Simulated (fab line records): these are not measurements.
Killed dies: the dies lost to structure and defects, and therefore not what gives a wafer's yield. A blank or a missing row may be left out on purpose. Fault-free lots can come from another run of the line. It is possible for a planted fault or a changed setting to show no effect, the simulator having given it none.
Chamber matching :: flow n5 finfet :: 4 sister chambers for N5_BEOL_M1_ETCH_64 on rie diel-02
The step etches SOC in N2/H2, target depth 75 nm, overetch 15 nm, time 112.5 s. 20 wafers are shown with their chamber, then 10 later ones without.

== WAFERS WITH THEIR CHAMBER ==
wafer: L074.1
chamber: 0
drypump motor current A (A): 6.1
throttle valve pct (%): 18.27
oes product au (a.u.): 0.57

wafer: L074.4
chamber: 1
drypump motor current A (A): 5.9
throttle valve pct (%): 17.86
oes product au (a.u.): 0.56

wafer: L074.5
chamber: 0
drypump motor current A (A): 6.0
throttle valve pct (%): 18.29
oes product au (a.u.): 0.57

wafer: L075.3
chamber: 0
drypump motor current A (A): 6.0
throttle valve pct (%): 18.28
oes product au (a.u.): 0.57

wafer: L075.5
chamber: 0
drypump motor current A (A): 5.9
throttle valve pct (%): 18.27
oes product au (a.u.): 0.57

wafer: L075.6
chamber: 3
drypump motor current A (A): 4.8
throttle valve pct (%): 18.04
oes product au (a.u.): 0.60

wafer: L076.1
chamber: 1
drypump motor current A (A): 5.9
throttle valve pct (%): 17.84
oes product au (a.u.): 0.56

wafer: L076.3
chamber: 0
drypump motor current A (A): 6.0
throttle valve pct (%): 18.28
oes product au (a.u.): 0.57

wafer: L076.5
chamber: 1
drypump motor current A (A): 5.9
throttle valve pct (%): 17.84
oes product au (a.u.): 0.55

wafer: L078.1
chamber: 3
drypump motor current A (A): 4.7
throttle valve pct (%): 18.04
oes product au (a.u.): 0.59

wafer: L078.4
chamber: 0
drypump motor current A (A): 6.0
throttle valve pct (%): 18.29
oes product au (a.u.): 0.57

wafer: L078.5
chamber: 2
drypump motor current A (A): 5.6
throttle valve pct (%): 17.59
oes product au (a.u.): 0.60

wafer: L077.1
chamber: 2
drypump motor current A (A): 5.6
throttle valve pct (%): 17.58
oes product au (a.u.): 0.60

wafer: L077.5
chamber: 0
drypump motor current A (A): 6.0
throttle valve pct (%): 18.30
oes product au (a.u.): 0.56

wafer: L077.6
chamber: 1
drypump motor current A (A): 5.9
throttle valve pct (%): 17.45
oes product au (a.u.): 0.79

wafer: L079.2
chamber: 1
drypump motor current A (A): 5.9
throttle valve pct (%): 17.45
oes product au (a.u.): 0.78

wafer: L079.4
chamber: 3
drypump motor current A (A): 4.7
throttle valve pct (%): 18.04
oes product au (a.u.): 0.59

wafer: L079.6
chamber: 2
drypump motor current A (A): 5.6
throttle valve pct (%): 17.61
oes product au (a.u.): 0.60

wafer: L085.2
chamber: 3
drypump motor current A (A): 4.8
throttle valve pct (%): 18.08
oes product au (a.u.): 0.58

wafer: L085.5
chamber: 2
drypump motor current A (A): 5.6
throttle valve pct (%): 17.62
oes product au (a.u.): 0.59

SIGNATURES, as means of the wafers listed above
reading: drypump motor current A
chamber 0: 6.000
chamber 1: 5.900
chamber 2: 5.600
chamber 3: 4.750
scatter within a chamber: 0.0433

reading: throttle valve pct
chamber 0: 18.2829
chamber 1: 17.6880
chamber 2: 17.6000
chamber 3: 18.0500
scatter within a chamber: 0.11

reading: oes product au
chamber 0: 0.5686
chamber 1: 0.6480
chamber 2: 0.5975
chamber 3: 0.5900
scatter within a chamber: 0.0628
Rule: for each reading, subtract the chamber's mean from the wafer's reading, divide by that reading's scatter and square the result; add these up over the readings and take the root, which gives the wafer's distance from the chamber. If the next closest chamber is less than 2 further off than the closest, the wafer can't be placed; otherwise it belongs to the closest. The scatter: the root of (the sum of the squares of (reading less its chamber's mean) over the shown wafers, divided by (wafers less chambers)).

== WAFERS MISSING THEIR CHAMBER ==
wafer: L085.6
drypump motor current A (A): 4.8
throttle valve pct (%): 18.06
oes product au (a.u.): 0.58

wafer: L092.1
drypump motor current A (A): 4.8
throttle valve pct (%): 18.09
oes product au (a.u.): 0.58

wafer: L092.4
drypump motor current A (A): 6.0
throttle valve pct (%): 18.33
oes product au (a.u.): 0.56

wafer: L092.5
drypump motor current A (A): 4.8
throttle valve pct (%): 18.09
oes product au (a.u.): 0.57

wafer: L093.1
drypump motor current A (A): 4.8
throttle valve pct (%): 18.09
oes product au (a.u.): 0.58

wafer: L093.4
drypump motor current A (A): 6.1
throttle valve pct (%): 18.32
oes product au (a.u.): 0.55

wafer: L093.6
drypump motor current A (A): 5.9
throttle valve pct (%): 17.48
oes product au (a.u.): 0.72

wafer: L097.2
drypump motor current A (A): 6.0
throttle valve pct (%): 18.34
oes product au (a.u.): 0.55

wafer: L097.4
drypump motor current A (A): 5.9
throttle valve pct (%): 17.50
oes product au (a.u.): 0.71

wafer: L097.6
drypump motor current A (A): 4.7
throttle valve pct (%): 18.10
oes product au (a.u.): 0.57

== WHICH CHAMBER EACH WENT THROUGH ==
wafer: L085.6
from the rows above: 3
in truth: 3

wafer: L092.1
from the rows above: 3
in truth: 3

wafer: L092.4
from the rows above: 0
in truth: 0

wafer: L092.5
from the rows above: 3
in truth: 3

wafer: L093.1
from the rows above: 3
in truth: 3

wafer: L093.4
from the rows above: 0
in truth: 0

wafer: L093.6
from the rows above: 1
in truth: 1

wafer: L097.2
from the rows above: 0
in truth: 0

wafer: L097.4
from the rows above: 1
in truth: 1

wafer: L097.6
from the rows above: 3
in truth: 3
Placed correctly: 10 of 10. Number that these rows cannot place: 0. 0 placed wrongly.
